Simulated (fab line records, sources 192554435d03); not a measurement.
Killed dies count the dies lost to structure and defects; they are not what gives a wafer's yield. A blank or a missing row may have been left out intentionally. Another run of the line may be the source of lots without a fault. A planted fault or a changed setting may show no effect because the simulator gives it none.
Which tool did it? / flow n5 finfet / 37 wafers from 14 lots sampled at 3 of the route's 1938 steps

WHAT EACH GAUGE READ, for each wafer
N5_BEOL_M6_OVL_MEAS_12.
lot=L921; measured=day 9 01:20; on=overlay-01; M6_OVL (nm)=0.3 0.6
lot=L922; measured=day 9 09:06; on=overlay-02; M6_OVL (nm)=-1.1 0.0
lot=L923; measured=day 9 18:02; on=overlay-02; M6_OVL (nm)=-1.4 -0.1 -1.6
lot=L924; measured=day 9 23:19; on=overlay-01; M6_OVL (nm)=0.7 0.4
lot=L926; measured=day 9 23:29; on=overlay-02; M6_OVL (nm)=-0.6 -1.1
lot=L925; measured=day 10 04:37; on=overlay-02; M6_OVL (nm)=0.3 -0.4
lot=L928; measured=day 10 22:17; on=overlay-01; M6_OVL (nm)=0.2 -0.4 -0.4
lot=L929; measured=day 11 01:47; on=overlay-02; M6_OVL (nm)=0.4 0.5 -0.5
lot=L935; measured=day 11 21:21; on=overlay-01; M6_OVL (nm)=-0.1 -0.4 -0.3
lot=L936; measured=day 12 17:52; on=overlay-02; M6_OVL (nm)=0.1 0.3 0.3
lot=L937; measured=day 13 00:41; on=overlay-02; M6_OVL (nm)=-0.1 1.2 1.6
lot=L939; measured=day 13 20:45; on=overlay-02; M6_OVL (nm)=1.2 0.3 0.5
lot=L943; measured=day 14 00:14; on=overlay-01; M6_OVL (nm)=0.6 -0.1 0.3
lot=L942; measured=day 14 17:20; on=overlay-01; M6_OVL (nm)=-0.9 0.1 -0.6

N5_BEOL_M6_CD_MEAS_18: pitch 80 nm, target cd 40 nm.
lot=L921; measured=day 9 01:51; on=cd sem-03; cd nm (nm)=40.8 39.7
lot=L922; measured=day 9 09:38; on=cd sem-01; cd nm (nm)=39.4 39.2
lot=L923; measured=day 9 18:35; on=cd sem-02; cd nm (nm)=39.5 39.7 40.3
lot=L924; measured=day 9 23:50; on=cd sem-01; cd nm (nm)=39.8 39.7
lot=L926; measured=day 10 00:01; on=cd sem-03; cd nm (nm)=39.9 40.0
lot=L925; measured=day 10 05:11; on=cd sem-01; cd nm (nm)=40.3 39.7
lot=L928; measured=day 10 22:51; on=cd sem-01; cd nm (nm)=39.4 39.3 39.6
lot=L929; measured=day 11 02:41; on=cd sem-02; cd nm (nm)=41.7 39.6 40.2
lot=L935; measured=day 11 21:52; on=cd sem-03; cd nm (nm)=40.2 40.3 39.0
lot=L936; measured=day 12 18:35; on=cd sem-03; cd nm (nm)=39.6 39.5 39.8
lot=L937; measured=day 13 01:13; on=cd sem-01; cd nm (nm)=39.8 41.4 40.1
lot=L939; measured=day 13 21:16; on=cd sem-03; cd nm (nm)=39.7 40.4 38.5
lot=L943; measured=day 14 00:46; on=cd sem-01; cd nm (nm)=40.9 40.0 40.0
lot=L942; measured=day 14 18:12; on=cd sem-02; cd nm (nm)=41.9 39.8 41.2

WHICH TOOL RAN EACH LOT (tool, then ch and the chambers of the sampled wafers, then the start)
lot=L921; N5_BEOL_M6_CURE_74=uv cure-01 ch 0, day 8 23:52
lot=L922; N5_BEOL_M6_CURE_74=uv cure-03 ch 2, day 9 06:47
lot=L923; N5_BEOL_M6_CURE_74=uv cure-03 ch 2, day 9 15:15
lot=L924; N5_BEOL_M6_CURE_74=uv cure-03 ch 1, day 9 20:12
lot=L926; N5_BEOL_M6_CURE_74=uv cure-02 ch 2, day 9 20:59
lot=L925; N5_BEOL_M6_CURE_74=uv cure-01 ch 1, day 10 01:04
lot=L928; N5_BEOL_M6_CURE_74=uv cure-03 ch 0, day 10 17:55
lot=L929; N5_BEOL_M6_CURE_74=uv cure-03 ch 2, day 10 23:02
lot=L935; N5_BEOL_M6_CURE_74=uv cure-01 ch 0, day 11 19:26
lot=L936; N5_BEOL_M6_CURE_74=uv cure-02 ch 2, day 12 15:17
lot=L937; N5_BEOL_M6_CURE_74=uv cure-03 ch 1, day 12 21:34
lot=L939; N5_BEOL_M6_CURE_74=uv cure-01 ch 0, day 13 18:07
lot=L943; N5_BEOL_M6_CURE_74=uv cure-03 ch 0, day 13 22:38
lot=L942; N5_BEOL_M6_CURE_74=uv cure-03 ch 2, day 14 14:10
- N5_BEOL_M6_CURE_74: cures SiCOH lowk, time 240 s.

AS READ BY THE TOOLS THEMSELVES (means over the sampled wafers that have a number; for cases with no such wafer, the mark the record gives instead)
N5_BEOL_M6_CURE_74.
lot=L921; tool=uv cure-01; lamp power pct (%)=52.39; wafer_temp_C_max=386.6
lot=L922; tool=uv cure-03; lamp power pct (%)=52.34; wafer_temp_C_max=387.4
lot=L923; tool=uv cure-03; lamp power pct (%)=52.32; wafer_temp_C_max=387.6
lot=L924; tool=uv cure-03; lamp power pct (%)=52.36; wafer_temp_C_max=386.2
lot=L926; tool=uv cure-02; lamp power pct (%)=52.30; wafer_temp_C_max=386.4
lot=L925; tool=uv cure-01; lamp power pct (%)=52.38; wafer_temp_C_max=386.5
lot=L928; tool=uv cure-03; lamp power pct (%)=52.28; wafer_temp_C_max=386.6
lot=L929; tool=uv cure-03; lamp power pct (%)=52.36; wafer_temp_C_max=386.9
lot=L935; tool=uv cure-01; lamp power pct (%)=52.35; wafer_temp_C_max=386.5
lot=L936; tool=uv cure-02; lamp power pct (%)=52.36; wafer_temp_C_max=386.1
lot=L937; tool=uv cure-03; lamp power pct (%)=52.33; wafer_temp_C_max=386.3
lot=L939; tool=uv cure-01; lamp power pct (%)=52.32; wafer_temp_C_max=386.6
lot=L943; tool=uv cure-03; lamp power pct (%)=52.33; wafer_temp_C_max=386.3
lot=L942; tool=uv cure-03; lamp power pct (%)=52.31; wafer_temp_C_max=387.7

THE ANSWER, worked out from the rows above alone
Rule: what is usual is taken from the lots themselves. The widest of any qualifying gaps counts: lots, ordered by their means at a reading, are off when they make up no more than a third of the lots, leave a main group of 4 or more, and stand apart from it by 3 or more times the standard deviation of that group's means. A main group whose means are all the same, to the digits that the tables above print for the reading, isn't used. A lot without any number at a reading at which 4 lots or more have one is off too. All remaining lots with rows at the step are treated as sound. After the gauges, taken in route order, come the tools' own readings; for these a lot's mean is taken, as printed above. At the first step where some lot is off, the reading lying furthest off is the one used; lots without a number count as furthest.
Nothing can be told from this: no lot is off at any reading shown.

WHAT WAS PUT IN BY THE SIMULATOR
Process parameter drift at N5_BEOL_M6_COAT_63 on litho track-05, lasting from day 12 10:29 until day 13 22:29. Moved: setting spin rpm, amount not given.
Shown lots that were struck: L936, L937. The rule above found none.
